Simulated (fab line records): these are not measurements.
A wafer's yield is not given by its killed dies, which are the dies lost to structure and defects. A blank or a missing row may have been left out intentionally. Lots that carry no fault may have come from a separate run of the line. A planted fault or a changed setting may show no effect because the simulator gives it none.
What tool caused it?    flow nand harc    Sampling: 13 lots, 39 wafers, 5 of 1302 route steps

WHAT EACH GAUGE READ, for each wafer
NHARC_A_BONDPAD_CD_MEAS_09 targets a cd of 500 nm. Usual: cd nm at 499.8 nm, with a standard deviation of 1.3.
lot   measured      on         cd nm (nm)         flag
L242  day 22 23:18  cd sem-01  498.3 500.9 498.7  
L243  day 23 19:10  cd sem-03  499.3 498.8 495.9  
L244  day 23 22:58  cd sem-03  501.8 502.7 498.2  
L254  day 28 03:19  cd sem-01  500.3 500.6 502.4  
L253  day 28 13:35  cd sem-03  500.4 499.9 500.9  
L257  day 29 05:51  cd sem-02  499.2 500.4 499.4  
L258  day 29 08:22  cd sem-01  500.3 502.5 501.4  
L259  day 30 08:52  cd sem-03  499.9 501.3 499.2  
L260  day 30 14:56  cd sem-01  501.1 501.2 501.9  
L262  day 31 11:34  cd sem-01  501.3 499.0 498.3  
L263  day 32 01:25  cd sem-02  498.8 497.7 498.5  
L264  day 32 05:17  cd sem-02  501.1 500.0 500.8  
L265  day 32 08:25  cd sem-01  497.8 498.9 499.2  

NHARC_A_BONDPAD_OVL_MEAS_35. Usual: overlay x nm -1 nm, standard deviation 5.4; overlay y nm 0 nm, standard deviation 4.7.
lot   measured      on          overlay x nm (nm)  overlay y nm (nm)  flag
L242  day 22 23:24  overlay-02  6 5 5              -9 -9 -9           
L243  day 23 19:15  overlay-02  -1 -1 -1           2 2 2              
L244  day 23 23:04  overlay-02  -12 -12 -12        -8 -8 -7           
L254  day 28 03:25  overlay-01  -7 -7 -7           -7 -8 -8           
L253  day 28 13:41  overlay-01  1 0 0              -2 -3 -2           
L257  day 29 05:56  overlay-01  -2 -2 -1           6 5 6              
L258  day 29 08:26  overlay-02  -5 -4 -5           2 2 2              
L259  day 30 08:57  overlay-01  1 0 0              2 2 2              
L260  day 30 15:01  overlay-02  -1 -1 -1           0 0 1              
L262  day 31 11:39  overlay-02  -6 -6 -7           -6 -7 -7           
L263  day 32 01:29  overlay-02  5 4 4              4 4 4              
L264  day 32 05:22  overlay-02  -3 -3 -3           2 2 2              
L265  day 32 08:30  overlay-02  -4 -3 -4           0 0 0              

NHARC_END_SORT_01. Usual: for defect limited yield, 91 % with a standard deviation of 3.4; for killed at array, 57 with a standard deviation of 24; for killed at other, 0.7 with a standard deviation of 0.94; for killed at periphery, 3.8 with a standard deviation of 2.5; for killed dies, 62 with a standard deviation of 23; for killed open, 3.1 with a standard deviation of 1.8; for killed short, 2.5 with a standard deviation of 1.6.
lot   measured      on         defect limited yield (%)  killed at array  killed at other  killed at periphery  killed dies  killed open  killed short  flag
L242  day 25 04:06  prober-01  96 95 96                  21 25 22         1 2 1            3 5 1                25 32 24     4 3 2        2 2 1         
L243  day 25 21:15  prober-02  92 93 93                  50 44 44         1 2 0            5 4 4                56 50 48     1 3 1        3 2 1         
L244  day 25 20:32  prober-01  93 96 97                  36 22 18         0 0 0            10 4 4               46 26 22     5 3 4        4 2 2         
L254  day 29 10:28  prober-02  94 93 92                  39 44 50         1 1 1            1 3 1                41 48 52     3 4 1        1 1 4         
L253  day 29 22:32  prober-01  91 90 91                  61 62 59         1 0 2            2 4 1                64 66 62     3 1 3        0 2 1         
L257  day 30 16:22  prober-02  93 95 93                  42 33 32         0 1 1            5 1 14               47 35 47     2 2 1        4 3 3         
L258  day 30 17:56  prober-01  90 90 92                  66 62 54         0 0 0            1 3 0                67 65 54     4 5 1        3 3 1         
L259  day 31 13:16  prober-02  92 92 90                  46 51 61         0 0 0            5 4 6                51 55 67     6 4 6        2 3 5         
L260  day 31 22:39  prober-02  93 94 93                  44 43 42         1 1 3            2 0 2                47 44 47     5 3 2        1 1 2         
L262  day 32 22:49  prober-01  89 88 87                  75 76 83         1 0 2            0 2 3                76 78 88     1 5 3        1 0 2         
L263  day 33 08:40  prober-02  93 93 94                  40 41 35         0 0 0            8 7 9                48 48 44     4 1 2        2 2 0         
L264  day 33 09:28  prober-01  94 93 92                  39 48 49         0 0 1            3 1 1                42 49 51     1 4 1        2 3 2         
L265  day 33 16:28  prober-02  88 85 90                  75 98 68         2 2 1            1 3 1                78 103 70    2 2 2        2 6 1         

TOOL THAT RAN EACH LOT (tool first, then ch and the chambers of the sampled wafers, then the start)
lot   NHARC_A_BONDPAD_SOFTBAKE_04        NHARC_A_BONDPAD_ETCH_12
L242  litho track-07 ch 0, day 22 22:00  rie diel-04 ch 1,2,3, day 25 04:06 or earlier
L243  litho track-02 ch 0, day 23 18:00  rie diel-13 ch 1,2,3, day 25 21:15 or earlier
L244  litho track-02 ch 0, day 23 22:00  rie diel-03 ch 1,3, day 25 20:32 or earlier
L254  litho track-07 ch 0, day 28 02:00  rie diel-04 ch 0,2,3, day 29 10:28 or earlier
L253  litho track-07 ch 0, day 28 13:00  rie diel-04 ch 0,2,3, day 29 22:32 or earlier
L257  litho track-03 ch 0, day 29 05:00  rie diel-04 ch 1,2,3, day 30 16:22 or earlier
L258  litho track-03 ch 0, day 29 07:00  rie diel-04 ch 1,2,3, day 30 17:56 or earlier
L259  litho track-03 ch 0, day 30 08:00  rie diel-04 ch 0,2,3, day 31 13:16 or earlier
L260  litho track-02 ch 0, day 30 14:00  rie diel-03 ch 1,3, day 31 22:39 or earlier
L262  litho track-07 ch 0, day 31 11:00  rie diel-04 ch 1,2, day 32 22:49 or earlier
L263  litho track-07 ch 0, day 32 01:00  rie diel-03 ch 0,1,2, day 33 08:40 or earlier
L264  litho track-02 ch 0, day 32 04:00  rie diel-04 ch 0,1,2, day 33 09:28 or earlier
L265  litho track-07 ch 0, day 32 08:00  rie diel-04 ch 0,1,3, day 33 16:28 or earlier
- NHARC_A_BONDPAD_SOFTBAKE_04: time 70 s.
- NHARC_A_BONDPAD_ETCH_12: etches the open film in CHF3/O2, target depth 220 nm, time 110 s.

AS READ BY THE TOOLS THEMSELVES (means over the sampled wafers that have a number; for cases with no such wafer, the mark the record gives instead)
NHARC_A_BONDPAD_SOFTBAKE_04. Usual: heater power total W at 201.1 W, with a standard deviation of 1.3.
lot   tool            heater power total W (W)  flag
L242  litho track-07  199.2                     
L243  litho track-02  202.4                     
L244  litho track-02  200.3                     
L254  litho track-07  211.9                     OFF
L253  litho track-07  209.8                     OFF
L257  litho track-03  200.4                     
L258  litho track-03  202.3                     
L259  litho track-03  200.5                     
L260  litho track-02  201.1                     
L262  litho track-07  201.3                     
L263  litho track-07  200.5                     
L264  litho track-02  201.7                     
L265  litho track-07  200.3                     

NHARC_A_BONDPAD_ETCH_12. Usual: drypump motor current A 5.6 A, standard deviation 0.57; o2 flow sccm 10.003 sccm, standard deviation 0.028; oes product au 0.948 a.u., standard deviation 0.021; rf vpp V 370.7 V, standard deviation 2.4; showerhead plenum p Torr 2.41 Torr, standard deviation 0.11; throttle valve pct 20.572 %, standard deviation 0.0091.
lot   tool         drypump motor current A (A)  o2 flow sccm (sccm)  oes product au (a.u.)  rf vpp V (V)  showerhead plenum p Torr (Torr)  throttle valve pct (%)  flag
L242  rie diel-04  5.7                          9.973                0.959                  370.8         2.41                             20.571                  
L243  rie diel-13  5.2                          10.008               0.963                  370.5         2.38                             20.568                  
L244  rie diel-03  5.6                          9.988                0.922                  371.5         2.44                             20.576                  
L254  rie diel-04  5.7                          10.009               0.958                  371.9         2.47                             20.567                  
L253  rie diel-04  5.7                          9.997                0.964                  372.0         2.47                             20.574                  
L257  rie diel-04  5.7                          10.022               0.926                  370.8         2.41                             20.575                  
L258  rie diel-04  5.7                          9.980                0.966                  370.8         2.41                             20.577                  
L259  rie diel-04  5.7                          10.033               0.962                  371.9         2.47                             20.572                  
L260  rie diel-03  5.7                          10.005               0.953                  369.4         2.36                             20.569                  
L262  rie diel-04  6.0                          10.007               0.960                  373.1         2.47                             20.580                  
L263  rie diel-03  5.7                          10.015               0.924                  372.3         2.49                             20.576                  
L264  rie diel-04  5.5                          9.994                0.960                  371.3         2.44                             20.580                  
L265  rie diel-04  5.2                          10.009               0.966                  370.5         2.37                             20.571                  

THE ANSWER, worked out from the rows above alone
Rule: a lot is off if the mean of its wafers that have a number lies more than 3 standard deviations from the usual mean. Also off: a lot with no number at a reading for which 4 or more lots have one. Any other lot the step has rows for is counted as sound. The gauges are gone through in route order, then the tools' own readings, and for those a lot's mean is taken as printed above. At the first step where some lot is off, the reading lying furthest off is the one used; lots without a number count as furthest.
Off at NHARC_A_BONDPAD_SOFTBAKE_04 (heater power total W): L254, L253.
If a tool, at that step or one of the process steps before it, ran each lot that is off and ran no sound lot following the first of them, it fits. Of those tried, none fits.

WHAT THE SIMULATOR HAD INSERTED
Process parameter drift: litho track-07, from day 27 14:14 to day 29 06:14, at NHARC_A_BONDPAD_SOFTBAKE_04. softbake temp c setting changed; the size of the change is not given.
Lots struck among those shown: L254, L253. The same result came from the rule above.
